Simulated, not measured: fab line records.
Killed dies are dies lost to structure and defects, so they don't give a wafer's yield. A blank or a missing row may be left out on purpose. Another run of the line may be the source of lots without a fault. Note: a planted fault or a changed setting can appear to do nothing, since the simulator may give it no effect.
A struck lot beside a sound one    flow n5 finfet    37 out of 1938 route steps
Sound: these wafers, L969.4, L969.5, L969.6. Struck: wafers L961.3, L961.4. (L961.1 of the same lot was not struck and is left out.) The cause comes at the end.
For every step that has rows: the tool of each side, followed by ch and its chambers, followed by its first start. Under that, the readings that differ: sound wafers    struck wafers    difference of the means    sigmas: that difference in standard deviations of wafers without a fault.
alike: readings whose means differ by less than 2 such deviations, and words and numbers that are the same on both sides. not compared: withheld readings, readings that some wafer has no value for, bounds like >300 that may hide the same value, and numbers for which the record gives no deviation and whose values overlap.
Wherever a step has rows on one side only, a row that says differs or no value, or a row with sigmas, the two part there. When numbers do not overlap yet have no deviation, they are printed without sigmas and do not part them. Lack of a reading on every wafer of one side parts them only where that side has two or more wafers.

first, 9 steps without rows for these wafers: N5_BEOL_M12_PRE_CLEAN_42 (time 30 s); N5_BEOL_M12_SPUTTER_43 (material TaN, target thk 15 nm, time 24.19 s); N5_BEOL_M12_SPUTTER_44 (material Ta, target thk 10 nm, time 16.13 s); N5_BEOL_M12_SPUTTER_45 (material Cu, target thk 80 nm, time 13.33 s); N5_BEOL_M12_ECD_47 (material Cu, target thk 720 nm); N5_BEOL_M12_ANNEAL_48 (time 90 s); N5_BEOL_M12_CMP_49 (polishes, stops on SiOC, t overpolish 20.6 s, target thk 320 nm); N5_BEOL_M12_PRE_CLEAN_52 (time 15 s); N5_BEOL_M12_DEP_53 (deposits SiCN from 3MS/NH3, target thk 30 nm, time 10.5 s).
N5_BEOL_M13_ILD_DEP_00: deposits SiOC from DEMS/O2, target thk 837.92 nm, time 166.4 s.
  sound on pecvd-02 ch 0,1,2, day 15 07:37; struck on pecvd-04 ch 1, day 13 20:52
reading                                        sound              struck       difference  sigmas
run length s (s)                               211.5 210.9 211.3  303.0 303.2  +91.9       +99 or more
model.SiOC_of_BEOL_M13_ILD_DEP_00.thk nm (nm)  841.2 835.4 845    1280 1303    +451        
  alike: chamber pressure Torr, heater power w, rf fwd power W, showerhead plenum p Torr, throttle valve pct
N5_BEOL_M13_THK_MEAS_01:
  sound: film metro-01 at day 15 07:43; struck: film metro-02 at day 13 21:01
reading           sound        struck     difference  sigmas
M13_ILD_THK (nm)  842 836 845  1280 1303  +450        +45
then, 10 steps without rows for these wafers: N5_BEOL_M13_COAT_58 (time 60 s, resist thk 89 nm); N5_BEOL_M13_COAT_04 (resist thk 400 nm); N5_BEOL_M13_EBR_06; N5_BEOL_M13_SOFTBAKE_05 (time 60 s); N5_BEOL_M13_EXPOSE_07 (exposes mask V12); N5_BEOL_M13_PEB_08 (peb time 90 s); N5_BEOL_M13_DEVELOP_09 (develop time 45 s); N5_BEOL_M13_HARDBAKE_14 (time 120 s); N5_BEOL_M13_DESCUM_15 (chemistry O2, time 7.9 s); N5_BEOL_M13_ETCH_59 (etches BARC in N2/H2, target depth 89 nm, overetch 26.7 nm, time 67.9 s).
N5_BEOL_M13_VIA_ETCH_16: etches SiOC in C4F8/O2/Ar, target depth 921.7 nm.
  sound on rie diel-03 ch 0,1,3, day 15 08:26; struck on rie diel-02 ch 0,2, day 13 21:40
reading                                     sound            struck     difference                     sigmas
rf fwd power W (W)                          2986 2993 2984   - -        no value on the struck wafers  
model.etch.depth nm (nm)                    841.2 835.5 845  1280 1303  +451                           
model.coat_of_BEOL_M13_COAT_04.thk nm (nm)  68.8 69.8 65.8   0 0        -68                            
model.BARC_of_BEOL_M13_COAT_58.thk nm (nm)  88.6 88.8 88.6   27.4 17.6  -66.2                          
  alike: drypump motor current A, he inner torr, oes product au, rf vpp V, showerhead plenum p Torr, throttle valve pct
N5_BEOL_M13_STRIP_63: strips in N2/H2.
  sound on plasma asher-02 ch 0,1, day 15 08:34; struck on plasma asher-02 ch 0,1, day 13 21:53
reading                       sound              struck       difference  sigmas
oes product au (a.u.)         0.677 0.672 0.670  0.236 0.222  -0.444      -94
strip time to endpoint s (s)  27.3 27.6 26.4     0.0 0.0      -27.1       -25
  alike: drypump motor current A, heater power w
  not compared: rf hours counter h
N5_BEOL_M13_STRIP_64: strips in N2/H2.
  sound on plasma asher-02 ch 0,1, day 15 08:38; struck on plasma asher-02 ch 0,1, day 13 21:57
reading                       sound              struck       difference  sigmas
oes product au (a.u.)         0.713 0.715 0.715  0.637 0.528  -0.132      -31
strip time to endpoint s (s)  31.22 31.28 31.19  14.13 10.57  -18.88      -99 or more
  alike: drypump motor current A, heater power w
  not compared: rf hours counter h
then, 2 steps without rows for these wafers: N5_BEOL_M13_STRIP_71 (strips in post etch residue remover, time 60 s); N5_BEOL_M13_SRD_72 (time 30 s, dry time 30 s).
N5_BEOL_M13_CD_MEAS_17: the cd target is 190 nm.
  sound: cd sem-01 at day 15 08:46; struck: cd sem-03 at day 13 22:06
reading     sound              struck       difference  sigmas
cd nm (nm)  187.9 188.1 188.6  197.9 205.2  +13.4       +8
then, 9 steps without rows for these wafers: N5_BEOL_M13_COAT_65 (time 60 s, resist thk 350 nm); N5_BEOL_M13_COAT_66 (time 60 s, resist thk 110 nm); N5_BEOL_M13_COAT_22 (resist thk 300 nm); N5_BEOL_M13_EBR_24; N5_BEOL_M13_SOFTBAKE_23 (time 60 s); N5_BEOL_M13_EXPOSE_25 (exposes mask M13, target cd 210 nm); N5_BEOL_M13_PEB_26 (peb time 90 s); N5_BEOL_M13_DEVELOP_27 (develop time 45 s); N5_BEOL_M13_HARDBAKE_32 (time 120 s).
N5_BEOL_M13_CMP_49: polishes, stops on SiOC, t overpolish 17.1 s, target thk 420 nm.
  sound on cmp-04 ch 2,3, day 15 13:46; struck on cmp-03 ch 0,1, day 14 02:47
reading                                        sound              struck     difference  sigmas
model.SiOC_of_BEOL_M13_ILD_DEP_00.thk nm (nm)  782.6 776.8 787.6  1221 1244  +450        
  alike: motor current A, slurry filter dp kPa

== WHERE THEY PART ==
Last at N5_BEOL_M13_CD_MEAS_17 as far as this record goes, first at N5_BEOL_M13_ILD_DEP_00. Later steps at which nothing parts them and some readings are alike: N5_BEOL_M13_CMP_49.

WHY: what had been put in by the simulator
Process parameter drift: pecvd-04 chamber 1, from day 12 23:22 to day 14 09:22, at N5_BEOL_M13_ILD_DEP_00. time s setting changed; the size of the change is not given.
